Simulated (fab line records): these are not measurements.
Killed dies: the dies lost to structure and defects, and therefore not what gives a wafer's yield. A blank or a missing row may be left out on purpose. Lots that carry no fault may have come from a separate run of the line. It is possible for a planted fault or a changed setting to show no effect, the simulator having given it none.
fab line records -- flow nand_harc
[record] lots = 15, wafers = 45, last_day = 25
route steps=1159 shown P_ZERO_WELL@59 P_GATE@130
lots that met no fault: from a run of the same line without faults
start_h: start of the lot's first displayed wafer, in hours after the record's first day -- wait_h: how many hours have passed since the lot's step before this one -- " unchanged from the row above -- L1.1+2: a single row standing in for several wafers -- - no value present, or no start provided -- * or withheld: withheld -- < > ~ a bound
route shown NAME@n: NAME is a module with steps in the file, n the number in the route of the first one -- usual: mean/standard deviation of fault-free wafers -- same: alike in all rows -- chamber/n: place in a boat -- sites: each site's reading -- _std_site: the values' standard deviation -- _edge_site: inner sites' mean taken away from outer sites' mean -- radius_mm: for every site, how far away it sits from the centre of the wafer -- mask NAME#n: copy n -- behind: the last tool/chamber to shape the wafer -- hold: what put the lot on hold/how long, in hours/how the hold closed -- device: transistor that didn't switch, given as n, p or np -- end of line: the tests these same wafers got at the end of their route -- where a step has no rows: the recipe by itself -- killed: not the wafer's yield, but the dies lost to structure and defects at the first sort -- map: shows each die of a wafer: x if killed, . if not, _ if none is there
set.NAME: the setting as run; set.NAME@STEP: as run at that earlier step -- model.NAME: the simulator's own value behind a step, which no gauge read
a sample of lots followed through the steps of the route, with each step as a table and each wafer as a row
services: when a tool's chamber went out of use (start_h, in hours from the record's first day, below 0 if earlier), for how many hours, and the reason
[[steps]]
[step NHARC_P_ZERO_WELL_CD_MEAS_52]
[recipe] target_cd_nm = 2000, landing_energy_ev = 500
[usual] cd_nm = 1999.8/1.9
lot.wafer,tool,chamber,start_h,wait_h,cd_nm
L191.1,cd_sem-01,0,17.85,-,1999.5
L191.2,cd_sem-01,0,17.85,-,2000.7
L191.6,cd_sem-01,0,17.85,-,2000.8
L193.1,cd_sem-01,0,29.66,-,2002.2
L193.2,cd_sem-01,0,29.66,-,1997.3
L193.5,cd_sem-01,0,29.66,-,2002.6
L194.1,cd_sem-02,0,35.66,-,2002.7
L194.5,cd_sem-02,0,35.66,-,2002.3
L194.6,cd_sem-02,0,35.66,-,1998.9
L195.2,cd_sem-03,0,41.75,-,1998.8
L195.3,cd_sem-03,0,41.75,-,2000.3
L195.4,cd_sem-03,0,41.75,-,1998.8
L196.1,cd_sem-03,0,50.67,-,1999.0
L196.3,cd_sem-03,0,50.67,-,1999.9
L196.4,cd_sem-03,0,50.67,-,2001.8
L197.3,cd_sem-03,0,53.81,-,2001.8
L197.5,cd_sem-03,0,53.81,-,1999.0
L197.6,cd_sem-03,0,53.81,-,2000.0
L200.1,cd_sem-01,0,71.77,-,1998.1
L200.4,cd_sem-01,0,71.77,-,2000.2
L200.6,cd_sem-01,0,71.77,-,1997.0
L201.2,cd_sem-03,0,77.79,-,1997.8
L201.4,cd_sem-03,0,77.79,-,2000.1
L201.6,cd_sem-03,0,77.79,-,1998.1
L206.1,cd_sem-02,0,107.79,-,1999.7
L206.2,cd_sem-02,0,107.79,-,2001.7
L206.5,cd_sem-02,0,107.79,-,2003.8
L207.1,cd_sem-02,0,113.84,-,2002.0
L207.2,cd_sem-02,0,113.84,-,2002.5
L207.4,cd_sem-02,0,113.84,-,2000.6
L209.1,cd_sem-02,0,125.64,-,2001.2
L209.3,cd_sem-02,0,125.64,-,1996.7
L209.4,cd_sem-02,0,125.64,-,2000.1
L210.3,cd_sem-03,0,131.87,-,1998.8
L210.5,cd_sem-03,0,131.87,-,2000.1
L210.6,cd_sem-03,0,131.87,-,2002.9
L211.1,cd_sem-03,0,137.92,-,1998.1
L211.2,cd_sem-03,0,137.92,-,1998.2
L211.6,cd_sem-03,0,137.92,-,1997.4
L213.1,cd_sem-03,0,149.80,-,2002.1
L213.2,cd_sem-03,0,149.80,-,2002.2
L213.4,cd_sem-03,0,149.80,-,1998.4
L214.1,cd_sem-02,0,155.88,-,1996.3
L214.2,cd_sem-02,0,155.88,-,1999.3
L214.4,cd_sem-02,0,155.88,-,1998.7
[step NHARC_P_GATE_CVD_17]
[recipe] target_thk_a = 1500, temp_c = 620, time_s = 900, material = poly-Si
[usual] spike_tc_lower_C = 619.2/1.5
lot.wafer,tool,chamber,start_h,wait_h,spike_tc_lower_C
L191.1,lpcvd_poly-01,0,85.85,2.7,618.7
L191.2,lpcvd_poly-01,0,85.85,2.7,620.1
L191.6,lpcvd_poly-01,0,85.85,2.7,618.0
L193.1,lpcvd_poly-01,0,93.29,2.7,618.9
L193.2,lpcvd_poly-01,0,93.29,2.7,619.4
L193.5,lpcvd_poly-01,0,93.29,2.7,621.4
L193.1,lpcvd_poly-01,0,96.05,0.5,618.9
L193.2,lpcvd_poly-01,0,96.05,0.5,618.6
L193.5,lpcvd_poly-01,0,96.05,0.5,620.7
L194.1,lpcvd_poly-04,0,110.24,2.5,617.3
L194.5,lpcvd_poly-04,0,110.24,2.5,616.9
L194.6,lpcvd_poly-04,0,110.24,2.5,617.4
L194.1,lpcvd_poly-04,0,114.25,1.8,620.1
L194.5,lpcvd_poly-04,0,114.25,1.8,618.9
L194.6,lpcvd_poly-04,0,114.25,1.8,618.9
L195.2,lpcvd_poly-04,0,110.24,2.5,618.1
L195.3,lpcvd_poly-04,0,110.24,2.5,618.9
L195.4,lpcvd_poly-04,0,110.24,2.5,616.9
L196.1,lpcvd_poly-04,0,117.05,2.5,618.8
L196.3,lpcvd_poly-04,0,117.05,2.5,618.3
L196.4,lpcvd_poly-04,0,117.05,2.5,617.6
L197.3,lpcvd_poly-04,0,117.05,2.5,617.8
L197.5,lpcvd_poly-04,0,117.05,2.5,617.3
L197.6,lpcvd_poly-04,0,117.05,2.5,617.1
L200.1,lpcvd_poly-04,0,138.76,2.5,618.8
L200.4,lpcvd_poly-04,0,138.76,2.5,619.5
L200.6,lpcvd_poly-04,0,138.76,2.5,618.2
L201.2,lpcvd_poly-04,0,138.76,2.5,617.2
L201.4,lpcvd_poly-04,0,138.76,2.5,617.8
L201.6,lpcvd_poly-04,0,138.76,2.5,617.9
L201.2,lpcvd_poly-03,0,141.52,0.5,619.6
L201.4,lpcvd_poly-03,0,141.52,0.5,621.2
L201.6,lpcvd_poly-03,0,141.52,0.5,622.9
L206.1,lpcvd_poly-04,0,173.70,2.5,618.1
L206.2,lpcvd_poly-04,0,173.70,2.5,617.8
L206.5,lpcvd_poly-04,0,173.70,2.5,619.3
L207.1,lpcvd_poly-04,0,179.70,2.5,617.7
L207.2,lpcvd_poly-04,0,179.70,2.5,617.3
L207.4,lpcvd_poly-04,0,179.70,2.5,619.1
L209.1,lpcvd_poly-03,0,192.38,2.9,619.8
L209.3,lpcvd_poly-03,0,192.38,2.9,620.7
L209.4,lpcvd_poly-03,0,192.38,2.9,621.6
L210.3,lpcvd_poly-04,0,200.68,2.5,618.9
L210.5,lpcvd_poly-04,0,200.68,2.5,618.1
L210.6,lpcvd_poly-04,0,200.68,2.5,618.4
L211.1,lpcvd_poly-03,0,205.54,2.9,619.9
L211.2,lpcvd_poly-03,0,205.54,2.9,621.7
L211.6,lpcvd_poly-03,0,205.54,2.9,619.2
L213.1,lpcvd_poly-03,0,219.18,2.9,620.7
L213.2,lpcvd_poly-03,0,219.18,2.9,621.4
L213.4,lpcvd_poly-03,0,219.18,2.9,619.6
L214.1,lpcvd_poly-04,0,223.40,2.5,618.9
L214.2,lpcvd_poly-04,0,223.40,2.5,619.1
L214.4,lpcvd_poly-04,0,223.40,2.5,619.6
[step NHARC_P_GATE_HM_DEP_102]
[recipe] target_thk_a = 1200, temp_c = 400, material = aC
[usual] throttle_valve_pct = 34.999/0.0088
lot.wafer,tool,chamber,start_h,wait_h,throttle_valve_pct
L191.1,acl_dep-01,0,88.94,0.9,34.998
L191.2,acl_dep-01,0,88.94,0.9,34.993
L191.6,acl_dep-01,0,88.94,0.9,35.001
L193.1,acl_dep-03,0,99.27,1.0,34.999
L193.2,acl_dep-03,0,99.27,1.0,34.998
L193.5,acl_dep-03,0,99.27,1.0,34.992
L194.1,acl_dep-02,0,117.55,1.1,34.995
L194.5,acl_dep-02,0,117.55,1.1,35.014
L194.6,acl_dep-02,0,117.55,1.1,34.984
L195.2,acl_dep-02,0,118.31,5.9,35.000
L195.3,acl_dep-02,0,118.31,5.9,35.006
L195.4,acl_dep-02,0,118.31,5.9,35.019
L196.1,acl_dep-03,0,123.61,4.3,34.982
L196.3,acl_dep-03,0,123.61,4.3,34.996
L196.4,acl_dep-03,0,123.61,4.3,35.005
L197.3,acl_dep-03,0,124.47,5.2,34.990
L197.5,acl_dep-03,0,124.47,5.2,34.998
L197.6,acl_dep-03,0,124.47,5.2,35.002
L200.1,acl_dep-01,0,143.23,2.2,34.997
L200.4,acl_dep-01,0,143.23,2.2,35.005
L200.6,acl_dep-01,0,143.23,2.2,35.009
L201.2,acl_dep-03,0,145.57,1.8,34.994
L201.4,acl_dep-03,0,145.57,1.8,35.000
L201.6,acl_dep-03,0,145.57,1.8,34.998
L206.1,acl_dep-03,0,180.90,5.0,35.002
L206.2,acl_dep-03,0,180.90,5.0,34.993
L206.5,acl_dep-03,0,180.90,5.0,34.998
L207.1,acl_dep-01,0,185.34,3.4,35.009
L207.2,acl_dep-01,0,185.34,3.4,35.008
L207.4,acl_dep-01,0,185.34,3.4,35.007
L209.1,acl_dep-02,0,195.97,1.4,34.993
L209.3,acl_dep-02,0,195.97,1.4,34.991
L209.4,acl_dep-02,0,195.97,1.4,34.997
L210.3,acl_dep-03,0,203.67,0.7,35.026
L210.5,acl_dep-03,0,203.67,0.7,34.994
L210.6,acl_dep-03,0,203.67,0.7,35.000
L211.1,acl_dep-02,0,208.11,0.4,35.007
L211.2,acl_dep-02,0,208.11,0.4,34.994
L211.6,acl_dep-02,0,208.11,0.4,34.996
L213.1,acl_dep-03,0,221.81,0.4,35.002
L213.2,acl_dep-03,0,221.81,0.4,35.005
L213.4,acl_dep-03,0,221.81,0.4,35.009
L214.1,acl_dep-01,0,231.32,5.7,35.004
L214.2,acl_dep-01,0,231.32,5.7,34.987
L214.4,acl_dep-01,0,231.32,5.7,34.989
[step NHARC_P_GATE_STRIP_101]
[recipe] time_s = 20, o2_flow_sccm = 500, ar_flow_sccm = 0, bias_w = 0, chemistry = O2
[usual] drypump_motor_current_A = 5.8/0.39, oes_product_au = 0.998/0.0094, rf_vpp_V = 57.5/0.82, showerhead_plenum_p_Torr = 3.42/0.12, throttle_valve_pct = 17.036/0.0088
lot.wafer,tool,chamber,start_h,wait_h,drypump_motor_current_A,oes_product_au,rf_hours_counter_h,rf_vpp_V,showerhead_plenum_p_Torr,throttle_valve_pct
L191.2,rie_diel-09,2,101.42,0.1,6.0,0.983,3,56.3,3.30,17.037
L191.1,rie_diel-09,0,101.42,0.1,5.8,0.996,4,57.2,3.38,17.041
L191.6,rie_diel-09,2,101.42,0.1,6.0,0.990,-,57.3,3.30,17.053
L193.1,rie_diel-03,2,125.69,0.1,5.9,0.997,23,58.0,3.69,17.026
L193.2,rie_diel-03,0,125.69,0.1,5.9,0.997,22,57.2,3.56,17.027
L193.5,rie_diel-03,3,125.69,0.1,5.7,0.981,-,56.4,3.42,17.055
L194.1,rie_diel-03,2,130.09,0.2,5.9,0.998,25,58.0,3.69,17.040
L194.6,rie_diel-03,1,130.09,0.2,5.6,1.004,-,57.8,3.58,17.022
L194.5,rie_diel-03,2,130.09,0.2,5.9,0.995,-,57.5,3.69,17.032
L195.3,rie_diel-02,2,130.48,0.1,5.7,1.011,49,57.0,3.47,17.040
L195.4,rie_diel-02,3,130.48,0.1,6.5,1.021,48,57.3,3.30,17.038
L195.2,rie_diel-02,0,130.48,0.1,6.3,0.999,54,57.6,3.46,17.046
L196.4,rie_diel-02,1,136.05,0.1,5.1,1.003,56,57.6,3.30,17.038
L196.3,rie_diel-02,2,136.05,0.1,5.7,1.003,50,57.3,3.47,17.028
L196.1,rie_diel-02,3,136.05,0.1,6.5,0.996,49,56.6,3.30,17.026
L197.3,rie_diel-02,2,136.83,0.2,5.7,0.996,50,58.5,3.47,17.035
L197.5,rie_diel-02,1,136.83,0.2,5.1,0.991,-,58.0,3.30,17.045
L197.6,rie_diel-02,2,136.83,0.2,5.7,1.008,-,58.7,3.47,17.024
L200.4,rie_diel-09,2,155.81,0.1,6.0,0.996,11,57.3,3.29,17.038
L200.1,rie_diel-09,1,155.81,0.1,5.5,0.997,12,57.5,3.36,17.036
L200.6,rie_diel-09,2,155.81,0.1,6.0,1.006,-,56.2,3.29,17.043
L201.2,rie_diel-09,0,160.16,0.1,5.8,0.989,13,55.9,3.38,17.038
L201.4,rie_diel-09,3,160.16,0.1,6.1,0.991,12,56.2,3.60,17.030
L201.6,rie_diel-09,1,160.16,0.1,5.5,1.005,-,57.8,3.36,17.041
L206.1,rie_diel-02,1,193.45,0.1,5.1,1.012,10,57.5,3.29,17.039
L206.2,rie_diel-02,2,193.45,0.1,5.7,0.997,12,56.8,3.46,17.048
L206.5,rie_diel-02,0,193.45,0.1,6.3,0.977,-,57.4,3.45,17.045
L207.2,rie_diel-09,2,197.68,0.1,6.0,0.994,20,58.6,3.29,17.053
L207.1,rie_diel-09,3,197.68,0.1,6.1,0.998,20,56.8,3.59,17.041
L207.4,rie_diel-09,0,197.68,0.1,5.8,0.988,21,58.2,3.37,17.016
L209.3,rie_diel-02,1,208.76,0.6,5.1,1.007,16,57.7,3.29,17.050
L209.1,rie_diel-02,2,208.76,0.6,5.7,1.007,19,57.5,3.45,17.035
L209.4,rie_diel-02,0,208.76,0.6,6.3,0.994,16,57.8,3.45,17.044
L210.3,rie_diel-02,0,216.21,0.2,6.3,1.002,20,57.7,3.45,17.051
L210.6,rie_diel-02,1,216.21,0.2,5.1,1.021,-,56.9,3.29,17.047
L210.5,rie_diel-02,2,216.21,0.2,5.7,1.008,-,57.3,3.45,17.040
L211.2,rie_diel-02,2,220.70,0.1,5.7,1.000,23,57.7,3.45,17.029
L211.1,rie_diel-02,0,220.70,0.1,6.3,0.991,22,57.4,3.44,17.050
L211.6,rie_diel-02,1,220.70,0.1,5.1,1.009,-,57.4,3.29,17.043
L213.2,rie_diel-02,0,234.57,0.1,6.3,0.985,25,59.4,3.44,17.030
L213.4,rie_diel-02,1,234.57,0.1,5.1,1.003,25,55.8,3.29,17.041
L213.1,rie_diel-02,2,234.57,0.1,5.7,1.014,27,57.8,3.45,17.038
L214.2,rie_diel-09,0,244.00,0.1,5.8,0.986,30,56.5,3.37,17.028
L214.1,rie_diel-09,1,244.00,0.1,5.5,1.008,30,57.2,3.35,17.030
L214.4,rie_diel-09,2,244.00,0.1,6.0,1.007,29,57.9,3.29,17.031
[[services]]
tool,chamber,start_h,hours,kind
rie_diel-02,3,72.85,2.0,repair
rie_diel-09,-,77.40,9.0,pm
rie_diel-02,0,80.84,-,clean
rie_diel-02,1,80.84,-,clean
rie_diel-02,2,80.84,-,clean
rie_diel-02,3,80.84,-,clean
rie_diel-02,0,86.30,2.6,repair
rie_diel-09,-,97.80,0.8,repair
rie_diel-02,0,105.34,-,clean
rie_diel-02,1,105.34,-,clean
rie_diel-02,2,105.34,-,clean
rie_diel-02,3,105.34,-,clean
lpcvd_poly-01,-,108.00,26.0,pm
rie_diel-02,1,111.34,3.7,repair
acl_dep-01,-,113.05,13.0,pm
rie_diel-03,2,122.14,2.1,repair
rie_diel-02,2,146.62,4.9,repair
rie_diel-02,-,150.76,9.0,pm
acl_dep-02,-,168.82,13.0,pm
rie_diel-09,-,207.42,1.3,repair
rie_diel-03,-,215.40,9.0,pm
lpcvd_poly-01,-,218.24,2.3,repair
acl_dep-03,-,225.17,13.0,pm
rie_diel-03,2,233.58,4.2,repair
[[key]]
[first_sign] step = NHARC_P_GATE_CVD_17, reading = visit, direction = added
effect none on later readings
met_at NHARC_P_GATE_CVD_17
struck_lots L193,L194,L201
sort_left_out L193.1,L193.2,L193.5,L194.1,L194.5,L194.6,L201.2,L201.4,L201.6
tester_left_out L193,L194,L201
not_acting_at NHARC_P_ZERO_WELL_CD_MEAS_52,NHARC_P_GATE_HM_DEP_102,NHARC_P_GATE_STRIP_101
[fault] kind = repeated_step_whole, tool = lpcvd_poly-01,lpcvd_poly-03,lpcvd_poly-04, chamber = -, onset_h = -, steps = NHARC_P_GATE_CVD_17, times = 1, scope = struck_lots_only
// tester_left_out: of these lots the tester's yield and bins aren't shown, on N5 and GAA mostly nor the transistor test; their killed dies are dies lost to structure and defects alone, not to doping, threshold or leakage, so they don't give the yield
// sort_left_out: the simulated sort isn't trusted on such a fault, so these wafers' sort isn't shown, and their yield isn't known
